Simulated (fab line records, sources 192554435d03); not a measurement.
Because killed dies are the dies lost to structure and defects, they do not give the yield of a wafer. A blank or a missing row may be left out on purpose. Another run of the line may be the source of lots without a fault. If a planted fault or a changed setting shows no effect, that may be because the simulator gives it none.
Chamber matching / flow n5Finfet / 4 sister chambers for N5_BEOL_M4_VIA_ETCH_34 on rieDiel-06
The step etches the open film in C4F6/O2, target depth 69.4 nm, time 65.9 s. 4 wafers are shown with their chamber, then 8 later ones without.

== WAFERS PAIRED WITH THEIR CHAMBERS ==
wafer=L086.4; chamber=0; drypumpMotorCurrentA (A)=4.9
wafer=L085.2; chamber=2; drypumpMotorCurrentA (A)=6.6
wafer=L085.3; chamber=3; drypumpMotorCurrentA (A)=5.8
wafer=L090.1; chamber=1; drypumpMotorCurrentA (A)=5.2

== WAFERS WITHOUT THEIR CHAMBER ==
wafer=L090.5; drypumpMotorCurrentA (A)=6.6
wafer=L090.6; drypumpMotorCurrentA (A)=5.8
wafer=L092.1; drypumpMotorCurrentA (A)=6.6
wafer=L092.2; drypumpMotorCurrentA (A)=5.2
wafer=L092.4; drypumpMotorCurrentA (A)=4.9
wafer=L091.1; drypumpMotorCurrentA (A)=5.8
wafer=L091.3; drypumpMotorCurrentA (A)=5.1
wafer=L091.6; drypumpMotorCurrentA (A)=6.6

== CHAMBER TAKEN BY EACH ==
wafer=L090.5; from the rows above=2; in truth=2
wafer=L090.6; from the rows above=3; in truth=3
wafer=L092.1; from the rows above=2; in truth=2
wafer=L092.2; from the rows above=1; in truth=1
wafer=L092.4; from the rows above=0; in truth=0
wafer=L091.1; from the rows above=3; in truth=3
wafer=L091.3; from the rows above=1; in truth=1
wafer=L091.6; from the rows above=2; in truth=2
8 of 8 placed correctly. From these rows, 0 cannot be placed. Wrongly placed: 0.
How it was worked out, from the rows above alone: a wafer's distance from a chamber is the root of the sum, over the readings, of the square of ((its reading less the chamber's mean) divided by the reading's scatter). If the next closest chamber is less than 2 further off than the closest, the wafer can't be placed; otherwise it belongs to the closest. Each chamber's mean is taken over the wafers shown for it. The scatter: with one shown wafer a chamber, the root of the mean of the squares of how far each hidden wafer lies from its nearest shown one.
